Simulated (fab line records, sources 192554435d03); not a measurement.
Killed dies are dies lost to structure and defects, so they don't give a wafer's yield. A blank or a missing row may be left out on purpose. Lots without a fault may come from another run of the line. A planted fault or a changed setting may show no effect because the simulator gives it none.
fab line records | flow n5_finfet
record lots=5 wafers=15 last_day=17
route steps=1938 shown BEOL_M9@1451 BEOL_M10@1470
lots that met no fault: from a run of the same line without faults
start_h: hours from the record's first day to the start of the lot's first wafer shown | wait_h: hours since the lot's step before | " the same as in the row above | L1.1+2: a row that stands for several wafers | - no value, or no start given | * or withheld: withheld | < > ~ a bound
route shown NAME@n: a module of which the file shows steps, and the number in the route of the first | usual: mean/standard deviation of fault-free wafers | same: alike in all rows | chamber/n: place in a boat | sites: the reading at each site | _std_site: their standard deviation | _edge_site: outer sites' mean less inner sites' | radius_mm: how far each site lies from the wafer's centre | mask NAME#n: copy n | behind: the tool/chamber that last shaped the wafer | hold: why the lot was held/for how many hours/how that ended | device: the transistor (n, p or np) that didn't switch | end of line: the same wafers' tests at the end of the route | a step without rows: its recipe alone | killed: dies lost to structure and defects at the first sort, not the wafer's yield | map: a wafer's dies, x killed, . not, _ none there
set.NAME: the setting as run; set.NAME@STEP: as run at that earlier step | model.NAME: the simulator's own value behind a step, which no gauge read
lots at some steps of the route; a table a step, a row a wafer
services: from which hour (start_h, from the record's first day; less than 0 if before it) a tool's chamber was out of use, for how many hours, and why
## steps
# step N5_BEOL_M9_SRD_40
# recipe time_s=30 temp_c=23 rinse_liquid=diw dry=ipa_marangoni
# columns lot.wafer tool chamber start_h wait_h
L080.2+5+6 wet_bench-05 4,1,0 245.95 0.0
L089.3+5+6 wet_bench-06 7,2,3 298.43 0.0
L090.1+2+5 wet_bench-05 1,3,4 316.59 0.0
L092.1+3+5 wet_bench-06 0,1,5 320.56 0.0
L096.1+5+6 wet_bench-05 0,6,1 341.54 0.0
# step N5_BEOL_M9_PRECLEAN_42
# recipe chemistry=residue_remover time_s=60 temp_c=40
# columns lot.wafer tool chamber start_h wait_h
L080.2+5+6 wet_bench-05 4,1,0 245.97 0.0
L089.3+5+6 wet_bench-06 7,2,3 298.45 0.0
L090.1+2+5 wet_bench-05 1,3,4 316.61 0.0
L092.1+3+5 wet_bench-06 0,1,5 320.58 0.0
L096.1+5+6 wet_bench-05 0,6,1 341.56 0.0
# step N5_BEOL_M9_SRD_43
# recipe time_s=30 temp_c=23 rinse_liquid=diw dry=ipa_marangoni
# columns lot.wafer tool chamber start_h wait_h
L080.2+5+6 wet_bench-05 4,1,0 245.98 0.0
L089.3+5+6 wet_bench-06 7,2,3 298.46 0.0
L090.1+2+5 wet_bench-05 1,3,4 316.62 0.0
L092.1+3+5 wet_bench-06 0,1,5 320.60 0.0
L096.1+5+6 wet_bench-05 0,6,1 341.58 0.0
# step N5_BEOL_M9_CD_MEAS_35
# recipe target_cd_nm=70 target_cd_y_nm=40 polarity=opening
# usual cd_nm=70.0/0.59
# columns lot.wafer tool chamber start_h wait_h cd_nm
L080.2 cd_sem-03 - 246.03 0.0 70.3
L080.5 " - " " 70.5
L080.6 " - " " 68.9
L089.3 cd_sem-01 - 298.50 0.0 70.1
L089.5 " - " " 70.1
L089.6 " - " " 69.7
L090.1 cd_sem-03 - 316.66 0.0 70.6
L090.2 " - " " 71.6
L090.5 " - " " 70.5
L092.1 cd_sem-03 - 320.64 0.0 69.8
L092.3 " - " " 70.5
L092.5 " - " " 69.1
L096.1 cd_sem-03 - 341.62 0.0 69.1
L096.5 " - " " 69.2
L096.6 " - " " 69.2
# step N5_BEOL_M9_CURE_72
# recipe temp_c=370 time_s=120 ambient=DMADMS/He material=SiCOH_lowk
# usual lamp_power_pct=52.31/0.052 wafer_temp_C_max=371.6/0.4
# columns lot.wafer tool chamber start_h wait_h lamp_power_pct wafer_temp_C_max
L080.2 uv_cure-01 0 246.16 0.1 52.30 371.9
L080.5 " 0 " " 52.29 371.5
L080.6 " 0 " " 52.34 371.6
L089.3 uv_cure-03 1 298.64 0.1 52.27 371.6
L089.5 " 1 " " 52.36 371.6
L089.6 " 1 " " 52.29 372.4
L090.1 uv_cure-01 1 316.70 0.0 52.34 371.6
L090.2 " 1 " " 52.26 371.6
L090.5 " 1 " " 52.29 371.3
L092.1 uv_cure-02 0 320.68 0.0 52.30 371.2
L092.3 " 0 " " 52.25 371.7
L092.5 " 0 " " 52.31 370.7
L096.1 uv_cure-02 2 341.66 0.0 52.37 371.9
L096.5 " 2 " " 52.31 371.7
L096.6 " 2 " " 52.28 372.5
# step N5_BEOL_M9_DEGAS_44
# recipe ambient=vacuum temp_c=250 time_s=60
# usual heater_power_w=335/25
# columns lot.wafer tool chamber start_h wait_h heater_power_w
L080.2 pvd_sputter-03 - 246.51 0.3 320
L080.5 " - " " 357
L080.6 " - " " 320
L089.3 pvd_sputter-01 - 299.77 1.1 393
L089.5 " - " " 305
L089.6 " - " " 387
L090.1 pvd_sputter-02 - 317.19 0.4 344
L090.2 " - " " 369
L090.5 " - " " 372
L092.1 pvd_sputter-02 - 321.04 0.3 304
L092.3 " - " " 328
L092.5 " - " " 326
L096.1 pvd_sputter-02 - 341.98 0.3 325
L096.5 " - " " 314
L096.6 " - " " 324
# step N5_BEOL_M9_PRE_CLEAN_45
# recipe gas=H2/He time_s=30 temp_c=250
# usual heater_power_w=335/26
# columns lot.wafer tool chamber start_h wait_h heater_power_w
L080.2 pvd_sputter-03 - 246.55 0.0 315
L080.5 " - " " 348
L080.6 " - " " 309
L089.3 pvd_sputter-01 - 299.81 0.0 389
L089.5 " - " " 299
L089.6 " - " " 402
L090.1 pvd_sputter-02 - 317.23 0.0 340
L090.2 " - " " 375
L090.5 " - " " 364
L092.1 pvd_sputter-02 - 321.08 0.0 313
L092.3 " - " " 329
L092.5 " - " " 327
L096.1 pvd_sputter-02 - 342.02 0.0 330
L096.5 " - " " 308
L096.6 " - " " 320
# step N5_BEOL_M9_ALD_74
# recipe material=TaN target_thk_a=20 temp_c=275 ald_precursor_family=PDMAT ald_co_reactant=NH3 pressure_torr=3 carrier_flow_sccm=1500 pulse_time_s=2 purge_time_s=3 co_reactant_purge_time_s=2 co_reactant_pulse_time_s=3 ald_cycles=40 precursor_vessel_temp_c=75 precursor_vessel_pressure_torr=26.25 precursor_vessel_carrier_sccm=1000
# usual heater_power_w=403/33 mfc_carrier_sccm=1500/4.6
# columns lot.wafer tool chamber start_h wait_h heater_power_w mfc_carrier_sccm
L080.2 ald_metal-04 0 246.61 0.0 377 1497
L080.5 " 3 " " 407 1500
L080.6 " 0 " " 377 1502
L089.3 ald_metal-03 3 299.89 0.1 390 1505
L089.5 " 0 " " 414 1493
L089.6 " 3 " " 385 1505
L090.1 ald_metal-01 2 317.31 0.1 405 1494
L090.2 " 1 " " 420 1499
L090.5 " 1 " " 414 1498
L092.1 ald_metal-01 0 321.20 0.1 376 1491
L092.3 " 2 " " 392 1507
L092.5 " 0 " " 362 1495
L096.1 ald_metal-01 2 342.09 0.1 396 1499
L096.5 " 1 " " 407 1504
L096.6 " 2 " " 393 1499
# step N5_BEOL_M9_SURFACE_TREAT_79
# recipe gas=Ar time_s=* ion_energy_ev=* ion_current_ma_cm2=0.5 pressure_mtorr=* ar_flow_sccm=30
# usual ar_flow_sccm=30.01/0.092 throttle_valve_pct=*
# columns lot.wafer tool chamber start_h wait_h ar_flow_sccm throttle_valve_pct
L080.2 pvd_sputter-01 - 246.89 0.2 29.87 *
L080.5 " - " " 29.98 *
L080.6 " - " " 30.08 *
L089.3 pvd_sputter-01 - 300.25 0.2 29.95 *
L089.5 " - " " 29.89 *
L089.6 " - " " 30.01 *
L090.1 pvd_sputter-02 - 317.61 0.2 30.16 *
L090.2 " - " " 30.00 *
L090.5 " - " " 30.07 *
L092.1 pvd_sputter-01 - 323.11 1.8 29.98 *
L092.3 " - " " 30.10 *
L092.5 " - " " 30.00 *
L096.1 pvd_sputter-01 - 342.68 0.5 29.90 *
L096.5 " - " " 30.03 *
L096.6 " - " " 29.83 *
# step N5_BEOL_M9_CVD_78
# recipe material=Co target_thk_a=20 temp_c=withheld precursor=CCTBA/H2 pressure_torr=30 time_s=138.9
# columns lot.wafer tool chamber start_h wait_h
L080.2+5+6 cvd_co-02 0,1,0 247.18 0.3
L089.3+5+6 cvd_co-01 2,2,1 300.33 0.1
L090.1+2+5 cvd_co-01 1,2,2 317.67 0.0
L092.1+3+5 cvd_co-02 0,2,2 323.40 0.3
L096.1+5+6 cvd_co-01 0,2,0 342.76 0.1
# step N5_BEOL_M9_SPUTTER_48
# recipe material=Cu target_thk_a=120 temp_c=-20 bias_v=60 power_w=26000 chamber_pressure_pa=0.13 time_s=2
# usual throttle_valve_pct=29.9/0.98
# columns lot.wafer tool chamber start_h wait_h throttle_valve_pct
L080.2 pvd_sputter-01 - 247.33 0.1 29.6
L080.5 " - " " 29.4
L080.6 " - " " 30.1
L089.3 pvd_sputter-01 - 300.51 0.1 31.4
L089.5 " - " " 30.4
L089.6 " - " " 31.5
L090.1 pvd_sputter-02 - 317.78 0.1 28.8
L090.2 " - " " 29.2
L090.5 " - " " 29.3
L092.1 pvd_sputter-03 - 324.63 1.2 29.7
L092.3 " - " " 31.6
L092.5 " - " " 31.4
L096.1 pvd_sputter-01 - 342.94 0.1 31.7
L096.5 " - " " 30.2
L096.6 " - " " 31.3
# step N5_BEOL_M9_ECD_50
# recipe material=Cu target_thk_a=3180
# columns lot.wafer tool chamber start_h wait_h
L080.2+5+6 ecd_cu-01 0,1,0 247.44 0.1
L089.3+5+6 ecd_cu-01 0,0,1 300.65 0.1
L090.1+2+5 ecd_cu-01 1,0,0 317.90 0.1
L092.1+3+5 ecd_cu-02 0,0,1 324.75 0.1
L096.1+5+6 ecd_cu-02 1,1,0 343.06 0.1
# step N5_BEOL_M9_ANNEAL_51
# recipe temp_c=225 time_s=90 ambient=N2
# usual wafer_temp_C_max=226.02/0.26
# columns lot.wafer tool chamber start_h wait_h wafer_temp_C_max
L080.2 rtp_anneal-01 0 247.67 0.2 226.20
L080.5 " 0 " " 226.33
L080.6 " 0 " " 226.26
L089.3 rtp_anneal-01 0 300.82 0.1 225.78
L089.5 " 0 " " 226.12
L089.6 " 0 " " 225.73
L090.1 rtp_anneal-02 0 318.01 0.1 225.82
L090.2 " 0 " " 226.78
L090.5 " 0 " " 226.34
L092.1 rtp_anneal-01 0 324.86 0.1 226.28
L092.3 " 0 " " 225.84
L092.5 " 0 " " 226.08
L096.1 rtp_anneal-02 0 343.17 0.1 225.78
L096.5 " 0 " " 226.01
L096.6 " 0 " " 225.99
# step N5_BEOL_M9_CMP_52
# recipe stop_on=SiCOH_lowk t_overpolish_s=7 down_force_psi=1 platen_rpm=50 clearing_platen_down_force_psi=1.5 clearing_platen_rpm=50 post_cmp_clean=cu_alkaline target_thk_nm=140 clearing_platen_pad_velocity_m_s=0.99484 pad_velocity_m_s=0.99484
# usual barrier_field_endpoint_s=28.6/0.71 motor_current_A=5.9/0.56 overpolish_run_s=7.000/0.01 platen_rpm=50.00/0.032 retaining_ring_pressure_frac=1.001/0.0056 slurry_flow_ml_min=150.0/0.46 time_to_endpoint_s=65/3.1
# columns lot.wafer tool chamber start_h wait_h barrier_field_endpoint_s motor_current_A overpolish_run_s platen_rpm retaining_ring_pressure_frac slurry_flow_ml_min time_to_endpoint_s
L080.2 cmp-02 1 247.96 0.2 27.2 6.0 6.996 49.98 1.001 150.3 58
L080.6 " 0 " " 28.3 5.4 7.019 50.04 1.006 149.4 64
L080.5 " 1 " " 27.4 5.9 7.011 49.95 1.001 150.4 59
L089.3 cmp-02 0 301.07 0.2 27.9 5.4 7.012 49.97 0.997 150.0 61
L089.6 " 0 " " 28.3 5.3 6.980 50.01 1.000 149.7 65
L089.5 " 1 " " 27.3 6.2 6.997 50.09 1.005 149.2 59
L090.2 cmp-03 3 318.31 0.2 28.3 5.8 7.009 49.96 1.002 149.0 62
L090.1 " 2 " " 29.7 6.2 7.012 49.97 0.999 149.6 69
L090.5 " 0 " " 29.2 5.4 6.991 50.00 0.990 150.2 64
L092.1 cmp-03 1 325.23 0.3 28.5 6.1 6.994 49.98 0.997 150.6 65
L092.3 " 2 " " 28.3 6.4 7.000 49.99 1.001 149.6 67
L092.5 " 0 " " 28.4 5.7 7.001 49.99 1.012 150.0 66
L096.1 cmp-03 0 343.58 0.4 28.2 5.5 6.988 49.99 1.008 149.9 64
L096.6 " 1 " " 27.5 6.1 6.999 50.04 1.000 150.2 64
L096.5 " 2 " " 28.3 6.4 6.981 50.00 1.005 150.5 68
# step N5_BEOL_M9_THK_MEAS_53
# recipe thk_meas_gauge=xrf reads=Cu_of_BEOL_M9_ECD_50
# usual M9_THK=140/3.6
# columns lot.wafer tool chamber start_h wait_h M9_THK[nm]
L080.2 film_metro-02 - 248.22 - 137
L080.5 " - " " 134
L080.6 " - " " 138
L089.3 film_metro-01 - 301.36 - 139
L089.5 " - " " 149
L089.6 " - " " 138
L090.1 film_metro-01 - 318.60 - 140
L090.2 " - " " 149
L090.5 " - " " 138
L092.1 film_metro-01 - 325.45 - 136
L092.3 " - " " 137
L092.5 " - " " 135
L096.1 film_metro-01 - 343.76 - 140
L096.5 " - " " 141
L096.6 " - " " 140
# step N5_BEOL_M9_PRE_CLEAN_55
# recipe gas=NH3 time_s=15 temp_c=withheld rf_power_w=300
# columns lot.wafer tool chamber start_h wait_h
L080.2+5+6 pecvd-04 1,0,1 248.25 0.0
L089.3+5+6 pecvd-04 2,0,2 301.40 0.0
L090.1+2+5 pecvd-02 0,1,2 318.64 0.0
L092.1+3+5 pecvd-02 2,0,1 325.49 0.0
L096.1+5+6 pecvd-01 0,2,1 343.79 0.0
# step N5_BEOL_M9_DEP_56
# recipe material=SiCN target_thk_a=150 temp_c=withheld precursor=3MS/NH3 pressure_torr=3 rf_w=202 time_s=26.5
# usual showerhead_plenum_p_Torr=3.663/0.015 showerhead_vpp_V=870/58 throttle_valve_pct=8.8/0.44
# columns lot.wafer tool chamber start_h wait_h showerhead_plenum_p_Torr showerhead_vpp_V throttle_valve_pct
L080.2 pecvd-04 1 248.28 0.0 3.661 868 8.9
L080.5 " 0 " " 3.679 943 9.1
L080.6 " 1 " " 3.664 864 8.6
L089.3 pecvd-04 2 301.42 0.0 3.658 893 8.5
L089.5 " 0 " " 3.679 923 8.9
L089.6 " 2 " " 3.665 910 8.3
L090.1 pecvd-02 0 318.66 0.0 3.669 851 8.7
L090.2 " 1 " " 3.681 900 9.7
L090.5 " 2 " " 3.691 1004 8.5
L092.1 pecvd-02 2 325.51 0.0 3.698 991 8.7
L092.3 " 0 " " 3.671 851 8.7
L092.5 " 1 " " 3.669 901 9.5
L096.1 pecvd-01 0 343.82 0.0 3.638 745 9.1
L096.5 " 2 " " 3.659 890 7.9
L096.6 " 1 " " 3.656 830 9.3
# step N5_BEOL_M9_RS_MEAS_57
# recipe thk_meas_gauge=four-point-probe reads=Cu_of_BEOL_M9_ECD_50+Co_of_BEOL_M9_CVD_78+TaN_of_BEOL_M9_ALD_74
# usual M9_RS=0.153/0.0041
# columns lot.wafer tool chamber start_h wait_h M9_RS[ohm/sq]
L080.2 film_metro-01 - 248.35 0.1 0.157
L080.5 " - " " 0.161
L080.6 " - " " 0.156
L089.3 film_metro-01 - 301.50 0.1 0.154
L089.5 " - " " 0.142
L089.6 " - " " 0.155
L090.1 film_metro-01 - 318.74 0.1 0.153
L090.2 " - " " 0.144
L090.5 " - " " 0.155
L092.1 film_metro-02 - 325.58 0.1 0.158
L092.3 " - " " 0.156
L092.5 " - " " 0.158
L096.1 film_metro-02 - 343.89 0.1 0.156
L096.5 " - " " 0.153
L096.6 " - " " 0.155
# step N5_BEOL_M9_INSPECT_58
# recipe inspect_instrument=darkfield mode=post_dep
# usual raw_defect_count=67/21
# columns lot.wafer tool chamber start_h wait_h raw_defect_count
L080.2 defect_inspect-01 - 248.38 0.0 54
L080.5 " - " " 49
L080.6 " - " " 66
L089.3 defect_inspect-02 - 301.53 0.0 59
L089.5 " - " " 45
L089.6 " - " " 37
L090.1 defect_inspect-02 - 318.76 0.0 66
L090.2 " - " " 114
L090.5 " - " " 69
L092.1 defect_inspect-01 - 325.61 0.0 122
L092.3 " - " " 87
L092.5 " - " " 85
L096.1 defect_inspect-01 - 343.92 0.0 45
L096.5 " - " " 80
L096.6 " - " " 91
# step N5_BEOL_M10_ILD_DEP_00
# recipe material=SiCOH_lowk target_thk_a=3085.1 temp_c=300 precursor=DEMS/porogen pressure_torr=5 rf_w=500 time_s=58
# usual heater_power_w=333/52 showerhead_plenum_p_Torr=5.734/0.016 showerhead_vpp_V=1338/68 throttle_valve_pct=13.7/0.42
# columns lot.wafer tool chamber start_h wait_h heater_power_w showerhead_plenum_p_Torr showerhead_vpp_V throttle_valve_pct
L080.2 pecvd-03 1 248.41 0.0 291 5.751 1323 13.6
L080.5 " 1 " " 307 5.731 1320 13.6
L080.6 " 0 " " 420 5.724 1313 13.7
L089.3 pecvd-01 0 301.56 0.0 313 5.693 1182 14.1
L089.5 " 2 " " 257 5.740 1409 12.7
L089.6 " 1 " " 230 5.722 1302 14.0
L090.1 pecvd-03 0 318.80 0.0 384 5.729 1330 13.9
L090.2 " 1 " " 278 5.732 1339 13.6
L090.5 " 1 " " 292 5.742 1347 13.8
L092.1 pecvd-03 2 325.65 0.0 399 5.742 1360 13.8
L092.3 " 1 " " 320 5.740 1309 13.6
L092.5 " 1 " " 330 5.718 1328 13.7
L096.1 pecvd-01 2 343.96 0.0 229 5.737 1382 12.6
L096.5 " 2 " " 243 5.735 1398 12.7
L096.6 " 0 " " 263 5.706 1211 14.1
# step N5_BEOL_M10_CURE_71
# recipe temp_c=385 time_s=240 ambient=He/Ar material=SiCOH_lowk
# usual lamp_power_pct=52.31/0.054 wafer_temp_C_max=386.6/0.4
# columns lot.wafer tool chamber start_h wait_h lamp_power_pct wafer_temp_C_max
L080.2 uv_cure-03 0 248.78 0.3 52.31 386.3
L080.5 " 0 " " 52.35 386.5
L080.6 " 0 " " 52.19 386.7
L089.3 uv_cure-03 2 301.80 0.2 52.37 386.1
L089.5 " 2 " " 52.34 386.7
L089.6 " 2 " " 52.36 386.2
L090.1 uv_cure-03 0 318.88 0.0 52.33 386.4
L090.2 " 0 " " 52.17 386.8
L090.5 " 0 " " 52.32 386.1
L092.1 uv_cure-02 2 325.72 0.0 52.32 386.4
L092.3 " 2 " " 52.29 386.1
L092.5 " 2 " " 52.33 387.0
L096.1 uv_cure-01 2 344.04 0.0 52.31 387.2
L096.5 " 2 " " 52.28 387.0
L096.6 " 2 " " 52.35 386.5
# step N5_BEOL_M10_THK_MEAS_01
# recipe reads=SiCOH_lowk_of_BEOL_M10_ILD_DEP_00
# usual M10_ILD_THK=267/3.1
# columns lot.wafer tool chamber start_h wait_h M10_ILD_THK[nm]
L080.2 film_metro-01 - 249.21 0.4 268
L080.5 " - " " 268
L080.6 " - " " 267
L089.3 film_metro-02 - 302.15 0.3 263
L089.5 " - " " 273
L089.6 " - " " 272
L090.1 film_metro-02 - 319.39 0.4 266
L090.2 " - " " 264
L090.5 " - " " 267
L092.1 film_metro-01 - 326.24 0.4 268
L092.3 " - " " 269
L092.5 " - " " 272
L096.1 film_metro-01 - 344.56 0.4 269
L096.5 " - " " 273
L096.6 " - " " 267
# step N5_BEOL_M10_PECVD_70
# recipe material=SiO2 target_thk_a=200 temp_c=400 precursor=TEOS/O2 pressure_torr=5.5 rf_w=450 teos_flow_sccm=53.8 gas=O2 flow_sccm=3000 time_s=22.7
# usual heater_power_w=717/93 showerhead_plenum_p_Torr=8.78/0.081 showerhead_vpp_V=1281/89 throttle_valve_pct=22.1/0.87
# columns lot.wafer tool chamber start_h wait_h heater_power_w showerhead_plenum_p_Torr showerhead_vpp_V throttle_valve_pct
L080.2 pecvd-03 0 249.25 0.0 863 8.70 1242 22.0
L080.5 " 2 " " 898 8.76 1255 22.3
L080.6 " 0 " " 884 8.72 1241 22.0
L089.3 pecvd-02 2 302.19 0.0 720 8.95 1437 21.2
L089.5 " 2 " " 719 8.93 1492 21.1
L089.6 " 1 " " 681 8.82 1373 23.3
L090.1 pecvd-01 2 319.43 0.0 673 8.77 1329 20.2
L090.2 " 1 " " 540 8.77 1234 22.5
L090.5 " 1 " " 564 8.71 1221 22.3
L092.1 pecvd-02 2 326.27 0.0 707 8.92 1469 21.4
L092.3 " 1 " " 790 8.82 1359 23.3
L092.5 " 2 " " 726 8.96 1472 21.7
L096.1 pecvd-02 2 344.59 0.0 695 8.95 1461 21.2
L096.5 " 1 " " 783 8.82 1363 23.3
L096.6 " 2 " " 685 8.96 1489 21.3
# step N5_BEOL_M10_HM_DEP_02
# recipe material=TiN target_thk_a=200 temp_c=25 chamber_pressure_pa=0.49996
# usual throttle_valve_pct=29.8/0.99
# columns lot.wafer tool chamber start_h wait_h throttle_valve_pct
L080.2 pvd_sputter-03 - 251.88 2.6 28.6
L080.5 " - " " 29.7
L080.6 " - " " 28.5
L089.3 pvd_sputter-02 - 303.19 1.0 28.7
L089.5 " - " " 29.5
L089.6 " - " " 28.8
L090.1 pvd_sputter-02 - 320.24 0.8 29.4
L090.2 " - " " 29.2
L090.5 " - " " 29.3
L092.1 pvd_sputter-02 - 326.78 0.5 29.2
L092.3 " - " " 29.3
L092.5 " - " " 29.3
L096.1 pvd_sputter-03 - 344.66 0.0 29.6
L096.5 " - " " 30.5
L096.6 " - " " 29.5
# step N5_BEOL_M10_COAT_59
# recipe resist=SOC temp_c=250 time_s=60 spin_rpm=1500 resist_thk_nm=100
# columns lot.wafer tool chamber start_h wait_h
L080.2+5+6 litho_track-04 0 252.01 0.1
L089.3+5+6 litho_track-02 0 303.32 0.1
L090.1+2+5 litho_track-02 0 320.37 0.1
L092.1+3+5 litho_track-04 0 326.91 0.1
L096.1+5+6 litho_track-02 0 344.78 0.1
# step N5_BEOL_M10_COAT_60
# recipe resist=SiARC temp_c=220 time_s=60 spin_rpm=1500 resist_thk_nm=30
# columns lot.wafer tool chamber start_h wait_h
L080.2+5+6 litho_track-04 0 - -
L089.3+5+6 litho_track-02 0 - -
L090.1+2+5 litho_track-02 0 - -
L092.1+3+5 litho_track-04 0 - -
L096.1+5+6 litho_track-02 0 - -
# step N5_BEOL_M10_COAT_05
# recipe resist=CAR-ArF spin_rpm=1500 resist_thk_nm=90
# columns lot.wafer tool chamber start_h wait_h
L080.2+5+6 litho_track-04 0 - -
L089.3+5+6 litho_track-02 0 - -
L090.1+2+5 litho_track-02 0 - -
L092.1+3+5 litho_track-04 0 - -
L096.1+5+6 litho_track-02 0 - -
# step N5_BEOL_M10_EBR_07
# recipe solvent=PGMEA ebr_width_mm=1.5
# columns lot.wafer tool chamber start_h wait_h
L080.2+5+6 litho_track-04 0 - -
L089.3+5+6 litho_track-02 0 - -
L090.1+2+5 litho_track-02 0 - -
L092.1+3+5 litho_track-04 0 - -
L096.1+5+6 litho_track-02 0 - -
# step N5_BEOL_M10_SOFTBAKE_06
# recipe temp_c=110 time_s=60 resist=CAR-ArF
# columns lot.wafer tool chamber start_h wait_h
L080.2+5+6 litho_track-04 0 - -
L089.3+5+6 litho_track-02 0 - -
L090.1+2+5 litho_track-02 0 - -
L092.1+3+5 litho_track-04 0 - -
L096.1+5+6 litho_track-02 0 - -
# step N5_BEOL_M10_EXPOSE_08
# recipe mask_id=M10 na=1.35 source_shape=dipole sigma_inner=0.411 sigma_outer=0.611 polarization=te dose_mj=53.75
# columns lot.wafer tool chamber start_h wait_h mask
L080.2+5+6 arfi_scanner-01 0 252.28 - M10#0
L089.3+5+6 arfi_scanner-03 0 303.58 - M10#0
L090.1+2+5 arfi_scanner-02 0 320.48 - M10#0
L092.1+3+5 arfi_scanner-01 0 327.15 - M10#0
L096.1+5+6 arfi_scanner-02 0 345.03 - M10#0
# step N5_BEOL_M10_PEB_09
# recipe peb_temp_c=withheld peb_time_s=60 resist=CAR-ArF
# columns lot.wafer tool chamber start_h wait_h
L080.2+5+6 litho_track-01 0 252.34 0.0
L089.3+5+6 litho_track-01 0 303.63 0.0
L090.1+2+5 litho_track-02 0 320.54 0.1
L092.1+3+5 litho_track-02 0 327.21 0.1
L096.1+5+6 litho_track-01 0 345.08 0.1
# step N5_BEOL_M10_DEVELOP_10
# recipe develop_time_s=30 developer=TMAH resist=CAR-ArF rinse_liquid=diw dry=air_spin dev_temp_c=23
# columns lot.wafer tool chamber start_h wait_h
L080.2+5+6 litho_track-01 0 - -
L089.3+5+6 litho_track-01 0 - -
L090.1+2+5 litho_track-02 0 - -
L092.1+3+5 litho_track-02 0 - -
L096.1+5+6 litho_track-01 0 - -
# step N5_BEOL_M10_CD_MEAS_11
# recipe target_cd_nm=64.1 landing_energy_ev=500 detector=se_inlens polarity=opening
# usual cd_nm=64.0/0.52
# columns lot.wafer tool chamber start_h wait_h cd_nm
L080.2 cd_sem-01 0 252.40 - 64.0
L080.5 " 0 " " 63.7
L080.6 " 0 " " 63.4
L089.3 cd_sem-02 0 303.69 - 63.6
L089.5 " 0 " " 65.0
L089.6 " 0 " " 64.5
L090.1 cd_sem-02 0 320.61 - 64.0
L090.2 " 0 " " 63.6
L090.5 " 0 " " 63.3
L092.1 cd_sem-02 0 327.28 - 63.4
L092.3 " 0 " " 63.9
L092.5 " 0 " " 64.1
L096.1 cd_sem-01 0 345.15 - 64.5
L096.5 " 0 " " 64.6
L096.6 " 0 " " 64.9
# step N5_BEOL_M10_OVL_MEAS_12
# recipe points_per_wafer=44
# usual M10_OVL=0.2/0.64
# columns lot.wafer tool chamber start_h wait_h M10_OVL[nm]
L080.2 overlay-01 0 252.43 0.0 0.7
L080.5 " 0 " " 0.3
L080.6 " 0 " " 0.5
L089.3 overlay-01 0 303.72 0.0 0.4
L089.5 " 0 " " 0.6
L089.6 " 0 " " 1.5
L090.1 overlay-02 0 320.64 0.0 0.1
L090.2 " 0 " " -0.4
L090.5 " 0 " " 0.7
L092.1 overlay-01 0 327.31 0.0 0.1
L092.3 " 0 " " -0.5
L092.5 " 0 " " 0.5
L096.1 overlay-02 0 345.18 0.0 -1.8
L096.5 " 0 " " 1.3
L096.6 " 0 " " 1.5
# step N5_BEOL_M10_INSPECT_13
# recipe mode=adi inspect_instrument=brightfield
# usual raw_defect_count=413/94
# columns lot.wafer tool chamber start_h wait_h raw_defect_count
L080.2 defect_inspect-02 - 252.46 0.0 689
L080.5 " - " " 690
L080.6 " - " " 568
L089.3 defect_inspect-01 - 303.75 0.0 363
L089.5 " - " " 296
L089.6 " - " " 345
L090.1 defect_inspect-02 - 320.66 0.0 364
L090.2 " - " " 368
L090.5 " - " " 334
L092.1 defect_inspect-02 - 327.33 0.0 586
L092.3 " - " " 388
L092.5 " - " " 420
L096.1 defect_inspect-02 - 345.21 0.0 433
L096.5 " - " " 408
L096.6 " - " " 456
# step N5_BEOL_M10_DESCUM_16
# recipe chemistry=O2 time_s=7.9 source_power_w=50 bias_power_w=20 pressure_mtorr=20 rf_frequency_hz=2.712e+07 temp_c=40 resist=CAR-ArF o2_flow_sccm=225
# usual drypump_motor_current_A=5.8/0.44 oes_product_au=0.83/0.075 rf_vpp_V=243.5/1.2 showerhead_plenum_p_Torr=2.11/0.06 throttle_valve_pct=20.37/0.22
# columns lot.wafer tool chamber start_h wait_h drypump_motor_current_A oes_product_au rf_hours_counter_h rf_vpp_V showerhead_plenum_p_Torr throttle_valve_pct
L080.2 rie_diel-06 0 252.53 0.1 5.1 0.76 164 244.5 2.15 20.31
L080.5 " 1 " " 6.0 0.85 - 245.4 2.23 20.34
L080.6 " 2 " " 5.5 0.92 - 243.3 2.14 20.27
L089.3 rie_diel-03 2 303.78 0.0 5.3 0.82 73 243.2 2.11 20.46
L089.5 " 1 " " 6.0 0.80 - 242.5 2.02 20.46
L089.6 " 0 " " 5.9 0.86 - 243.9 2.12 20.55
L090.1 rie_diel-01 0 320.70 0.0 6.7 0.86 45 243.9 2.14 20.33
L090.2 " 1 " " 6.4 0.80 116 244.4 2.09 20.05
L090.5 " 2 " " 5.3 0.89 - 241.7 2.04 20.25
L092.1 rie_diel-06 3 327.36 0.0 5.7 0.71 232 241.3 2.05 20.84
L092.3 " 1 " " 6.0 0.82 89 243.4 2.22 20.37
L092.5 " 3 " " 5.7 0.72 - 241.8 2.05 20.83
L096.1 rie_diel-06 3 345.38 0.2 5.7 0.71 238 242.0 2.05 20.84
L096.5 " 3 " " 5.7 0.71 - 243.9 2.05 20.82
L096.6 " 2 " " 5.6 0.87 - 243.2 2.12 20.31
## services
# columns tool chamber start_h hours kind
uv_cure-03 - 225.74 0.6 repair
ecd_cu-02 - 228.96 1.5 repair
uv_cure-03 - 230.33 0.5 repair
pecvd-03 - 230.62 5.5 pm
arfi_scanner-02 - 232.66 1.3 pm
pecvd-02 1 235.00 3.7 repair
arfi_scanner-02 - 238.48 1.0 pm
cmp-02 - 240.06 4.0 pm
arfi_scanner-02 - 242.40 20.2 repair
uv_cure-02 - 245.75 14.6 pm
wet_bench-05 - 255.96 7.4 repair
cvd_co-01 1 257.55 8.4 repair
arfi_scanner-01 - 259.28 10.8 repair
uv_cure-02 - 260.35 7.5 pm
pecvd-04 1 265.09 6.4 repair
arfi_scanner-01 - 270.86 1.0 pm
ald_metal-01 3 285.25 17.3 repair
cmp-03 - 299.53 7.0 pm
pecvd-04 0 302.31 12.1 repair
pvd_sputter-01 - 310.44 9.1 repair
ald_metal-01 2 318.19 1.8 repair
rie_diel-06 - 319.09 2.8 pm
uv_cure-03 - 324.78 24.9 pm
pvd_sputter-03 - 336.33 4.2 repair
## key
fault none
